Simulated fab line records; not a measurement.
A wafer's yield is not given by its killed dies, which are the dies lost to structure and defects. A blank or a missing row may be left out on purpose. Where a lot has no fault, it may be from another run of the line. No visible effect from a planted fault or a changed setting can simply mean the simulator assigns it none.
One fault seen from 2 desks ; flow n5-finfet ; every desk sees just its own numbers, and what lay behind them comes last

METROLOGY DESK
What the gauges read for every lot (on any tool): the sampled wafers with a number, averaged. The brackets show how far a lot's mean lies from the usual mean; more than 4 standard deviations puts the lot out of limits, marked OUT. 7 of its 11 readings are shown, namely those furthest out on some lot.
Columns: A = DIBL_N at N5_BEOL_M4_RC_MEAS_101, usual 36.1 mV/V; B = DIBL_P at N5_BEOL_M4_RC_MEAS_101, usual 35.8 mV/V; C = IOFF_P at N5_BEOL_M4_RC_MEAS_101, usual 0.21 nA/um; D = ION_N at N5_BEOL_M4_RC_MEAS_101, usual 673 uA/um; E = ION_P at N5_BEOL_M4_RC_MEAS_101, usual 461 uA/um; F = VT_N at N5_BEOL_M4_RC_MEAS_101, usual 250 mV; G = VT_P at N5_BEOL_M4_RC_MEAS_101, usual -250 mV
lot;first seen here;A;B;C;D;E;F;G
L892;day 7 17:23;36.3;35.9;0.21;678;462;248;-252
L895;day 7 21:43;35.5;36.3;0.19;671;458;251;-252
L897;day 8 16:26;38.6;39.0;0.25;680;465;249;-246
L898;day 8 22:10;34.5;34.1;0.17;659;451;255;-255
L899;day 9 06:35;36.6;35.4;0.23;682;466;248;-247
L904;day 10 20:29;35.2;34.3;0.19;672;462;249;-250
L906;day 11 01:26;36.5;36.2;0.21;680;464;247;-252
L910;day 12 07:04;36.0;36.5;0.20;671;463;250;-250
L911;day 12 10:20;34.8;34.0;0.19;657;454;252;-251
L913;day 12 22:47;37.4;36.9;0.25;679;465;247;-247
L915;day 13 14:32;35.7;36.9;0.22;681;462;246;-248
Result from this desk: across the 11 lots, nothing is out of limits.

THE TOOL OWNER'S DESK: cvd-co-01
The tool's own readings at N5_BEOL_M3_CO_CAP_55 (material Co, precursor CCTBA/H2, target thk 2 nm, time 102.1 s): means of the sampled wafers that have a number, for each lot that ran on this tool. The brackets show how far a lot's mean lies from the usual mean; more than 4 standard deviations puts the lot out of limits, marked OUT.
Columns: A = heater-power-w at N5_BEOL_M3_CO_CAP_55, usual 253 W; B = run-length-s at N5_BEOL_M3_CO_CAP_55, usual 125.1 s
lot;first seen here;A;B
L892;day 7 17:12;260;124.9
L897;day 8 16:16;259;124.6
L898;day 8 21:59;247;124.5
L899;day 9 06:24;260;124.8
L904;day 10 20:18;262;142.3 (+29) OUT
L906;day 11 01:14;258;136.2 (+19) OUT
L910;day 12 06:52;267;158.6 (+56) OUT
This desk finds L904, L906, L910 out of limits, L904 being first, at day 10 20:18 (run-length-s at N5_BEOL_M3_CO_CAP_55). L892, L897, L898, L899 stayed within limits.

ALL TOGETHER
An alarm could have come from the tool owner's desk at day 10 20:18, on L904, L906, L910.
Metrology desk: nothing out of limits seen.
The metrology desk has L904, L906, L910 on record, within its limits.
All the named lots went through N5_BEOL_M3_CO_CAP_55 on cvd-co-01.

WHAT THE SIMULATOR HAD PUT IN
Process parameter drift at N5_BEOL_M3_CO_CAP_55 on cvd-co-01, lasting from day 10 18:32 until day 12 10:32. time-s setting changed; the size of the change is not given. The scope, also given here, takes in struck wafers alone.
Shown lots that were struck: L904, L906, L910.
Hours from the fault's start to each desk's first reading out of limits: the tool owner's desk, 2.
